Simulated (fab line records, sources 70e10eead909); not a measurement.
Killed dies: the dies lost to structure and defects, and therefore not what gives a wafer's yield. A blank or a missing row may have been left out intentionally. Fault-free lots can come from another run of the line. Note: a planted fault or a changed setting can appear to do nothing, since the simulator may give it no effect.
Problem report in the 8D (eight disciplines) form, filled by code / flow nand harc / the parts of the form that need people (team, actions taken, sign-off) are left out

## 1. WHAT WENT WRONG
rf fwd power W at NHARC_A_STAIRCASE_ETCH_230 reads a mean of 832 W on 1 wafer of 1 lot; wafers without a fault read 592 W with a standard deviation of 3.3. That puts it +73 standard deviations away from the usual mean.
The step: etches the open film in C4F8/O2, target depth 100 nm, time 40.5 s.
The first sign was on wafer L290.3 at day 23 07:01, on rie diel-03. At this step, 39 wafers from 13 lots have a number in the record. The rule behind "out" and "out of limits": a value lying over 4 standard deviations away from the usual mean. The rest of the wafers with a number are treated as sound.

## 2. WHAT IT IS; WHAT IT IS NOT
question=which readings at this step; is=rf fwd power W, oes product au; is not=rf vpp V
question=which lots; is=L290; is not=L273, L274, L276, L277, L278, L279, L280, L281, L282, L283, L284, L285
question=which wafers of those lots; is=L290.3; is not=L290.1, L290.5
question=read on which tools; is=rie diel-03; is not=rie diel-02, rie diel-05
question=when; is=from day 23 07:01; is not=up to then (38 sound wafers)

## 3. THE SUSPECTS, EACH WITH WHAT RULES IT OUT
Counting: if a tool at a process step up to the reading ran every lot that is out, it stays a suspect. Sound lots after the first of them don't rule it out here, since some wafers of a struck lot are sound.
- rie diel-02 at NHARC_A_STAIRCASE_TRIM_222 (chemistry O2, time 211.2 s): kept. L290, the lot that is out, went through it at day 23 07:01; up to then, the latest sound lot through it was L285 at day 20 20:03. NHARC_A_STAIRCASE_TRIM_222 gives no start for some lots, so the hours and the order of its lots are those of NHARC_A_STAIRCASE_ETCH_230.
- rie diel-02 at NHARC_A_STAIRCASE_ETCH_223 (etches the open film in C4F8/O2, target depth 100 nm, time 40.5 s): kept. L290, the lot that is out, went through it at day 23 07:01; up to then, the latest sound lot through it was L285 at day 20 20:03. NHARC_A_STAIRCASE_ETCH_223 gives no start for some lots, so the hours and the order of its lots are those of NHARC_A_STAIRCASE_ETCH_230.
- rie diel-02 at NHARC_A_STAIRCASE_TRIM_224 (chemistry O2, time 211.2 s): kept. L290, the lot that is out, went through it at day 23 07:01; up to then, the latest sound lot through it was L285 at day 20 20:03. NHARC_A_STAIRCASE_TRIM_224 gives no start for some lots, so the hours and the order of its lots are those of NHARC_A_STAIRCASE_ETCH_230.
- rie diel-03 at NHARC_A_STAIRCASE_ETCH_230 (etches the open film in C4F8/O2, target depth 100 nm, time 40.5 s): kept. L290, the lot that is out, went through it at day 23 07:01; up to then, the latest sound lot through it was L283 at day 20 19:16. Its own readings are out on those wafers: oes product au, rf fwd power W.
- rie diel-02, NHARC_A_STAIRCASE_TRIM_222: wafers that are out in chamber 2, sound lot-mates in chambers 1, 3.
- At NHARC_A_STAIRCASE_ETCH_223 on rie diel-02, chamber 3 took the sound wafers of the same lots and chamber 2 took the wafers that are out.
- rie diel-02, NHARC_A_STAIRCASE_TRIM_224: wafers that are out in chamber 3, sound lot-mates in chambers 1, 2.
- rie diel-03, NHARC_A_STAIRCASE_ETCH_230: wafers that are out in chamber 0, sound lot-mates in chambers 1, 3.
Left after counting: rie diel-02 at NHARC_A_STAIRCASE_TRIM_222, rie diel-02 at NHARC_A_STAIRCASE_ETCH_223, rie diel-02 at NHARC_A_STAIRCASE_TRIM_224, rie diel-03 at NHARC_A_STAIRCASE_ETCH_230.

## 4. THE CAUSE (what the simulator had put in)
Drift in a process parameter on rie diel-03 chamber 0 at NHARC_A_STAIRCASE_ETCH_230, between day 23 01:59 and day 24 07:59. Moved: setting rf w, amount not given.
After counting, 4 suspects remain, this tool included.

## 5. THE CHAIN OF EFFECTS, in route order
Each row: a reading where the mean over the struck wafers with a number is more than 3 standard deviations away from the usual. Readings are gone through only where the record gives a usual standard deviation; hours: the median, over the lots, of the time from a lot's start at the first step in this table giving one to that lot's start at this step; sigmas: the change measured in usual standard deviations.
hours=0; step=NHARC_A_STAIRCASE_ETCH_230; reading=oes product au; usual=0.947 a.u.; on struck wafers=1.177; change=+0.230; sigmas=+14
hours=0; step=NHARC_A_STAIRCASE_ETCH_230; reading=rf fwd power W; usual=592 W; on struck wafers=832; change=+240; sigmas=+73
Its process steps:
- NHARC_A_STAIRCASE_ETCH_230: etches the open film in C4F8/O2, target depth 100 nm, time 40.5 s.

## 6. WHAT WOULD HAVE CAUGHT IT SOONER
The fault began at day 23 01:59; the first out-of-limits reading in this record came at day 23 07:01, 5 hours later.
